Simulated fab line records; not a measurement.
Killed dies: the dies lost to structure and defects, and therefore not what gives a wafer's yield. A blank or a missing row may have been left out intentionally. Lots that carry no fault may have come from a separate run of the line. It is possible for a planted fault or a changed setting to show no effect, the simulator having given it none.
Which tool was responsible? / flow nand_harc / 6 lots, 17 wafers sampled, at 5 steps of a route of 1302

## WHAT THE GAUGES SHOWED, per wafer
NHARC_END_SORT_01.
lot=L919; measured=day 30 11:53; on=prober-02; killed_at_array=36 676

## EACH LOT AND THE TOOL THAT RAN IT (in order: tool; ch and the chambers of the sampled wafers; start)
lot=L906; NHARC_A_SLIT_ETCH_24=rie_diel-04 ch 0,2,3, day 20 20:24; NHARC_A_WL_FILL_ALD_02=ald_metal-04 ch 1,2,3, day 21 09:52; NHARC_A_WL_FILL_CVD_03=cvd_w-01 ch 0,1, day 21 10:17; NHARC_A_WL_FILL_ETCHBACK_16=rie_diel-11 ch 1,2,3, no start
lot=L908; NHARC_A_SLIT_ETCH_24=rie_diel-09 ch 0,2,3, day 21 06:34; NHARC_A_WL_FILL_ALD_02=ald_metal-01 ch 0,3, day 21 20:01; NHARC_A_WL_FILL_CVD_03=cvd_w-02 ch 0,1, day 21 20:31; NHARC_A_WL_FILL_ETCHBACK_16=rie_diel-06 ch 0,1, no start
lot=L910; NHARC_A_SLIT_ETCH_24=rie_diel-09 ch 0,1,3, day 22 09:20; NHARC_A_WL_FILL_ALD_02=ald_metal-04 ch 0,1,2, day 22 22:46; NHARC_A_WL_FILL_CVD_03=cvd_w-01 ch 0,1, day 22 23:08; NHARC_A_WL_FILL_ETCHBACK_16=rie_diel-08 ch 1,2, no start
lot=L913; NHARC_A_SLIT_ETCH_24=rie_diel-09 ch 0,1,2, day 23 12:19; NHARC_A_WL_FILL_ALD_02=ald_metal-03 ch 2,3, day 24 01:58; NHARC_A_WL_FILL_CVD_03=cvd_w-02 ch 0,1, day 24 02:25; NHARC_A_WL_FILL_ETCHBACK_16=rie_diel-08 ch 1,2, no start
lot=L919; NHARC_A_SLIT_ETCH_24=rie_diel-04 ch 1,3, day 25 14:50; NHARC_A_WL_FILL_ALD_02=ald_metal-04 ch 1, day 26 04:08; NHARC_A_WL_FILL_CVD_03=cvd_w-02 ch 1, day 26 04:38; NHARC_A_WL_FILL_ETCHBACK_16=rie_diel-08 ch 1,2, day 30 11:53 or earlier
lot=L925; NHARC_A_SLIT_ETCH_24=rie_diel-07 ch 1,2,3, day 27 22:09; NHARC_A_WL_FILL_ALD_02=ald_metal-03 ch 2,3, day 28 11:32; NHARC_A_WL_FILL_CVD_03=cvd_w-02 ch 0,1, day 28 11:59; NHARC_A_WL_FILL_ETCHBACK_16=rie_diel-08 ch 0,2, no start
- NHARC_A_SLIT_ETCH_24: etches the open film in CF4/CHF3, target depth 121 nm, time 60.5 s.
- NHARC_A_WL_FILL_ALD_02: deposits TiN, target thk 2 nm, pulse time 3 s, ald cycles 100.
- NHARC_A_WL_FILL_CVD_03: deposits W, target thk 40 nm, time 279 s.
- NHARC_A_WL_FILL_ETCHBACK_16: etches the open film in C4F8/O2/Ar, target depth 120 nm, time 24 s.

## THE ANSWER, worked out from the rows above alone
Rule: usual is defined by the lots themselves. Put in order of their means at a reading, lots are off if they are a third of the lots or fewer, leave a main group of 4 or more, and stand apart from it by a gap of 3 or more times the standard deviation of the main group's means; of several such gaps the widest counts. The tables above print the reading to a certain number of digits; a main group whose means all agree to those digits is not used. A lot without any number at a reading at which 4 lots or more have one is off too. Where the step has rows for the other lots, those lots are counted as sound.
No lot is off on any of the readings shown, so nothing can be concluded from this.

## WHAT THE SIMULATOR HAD PUT IN
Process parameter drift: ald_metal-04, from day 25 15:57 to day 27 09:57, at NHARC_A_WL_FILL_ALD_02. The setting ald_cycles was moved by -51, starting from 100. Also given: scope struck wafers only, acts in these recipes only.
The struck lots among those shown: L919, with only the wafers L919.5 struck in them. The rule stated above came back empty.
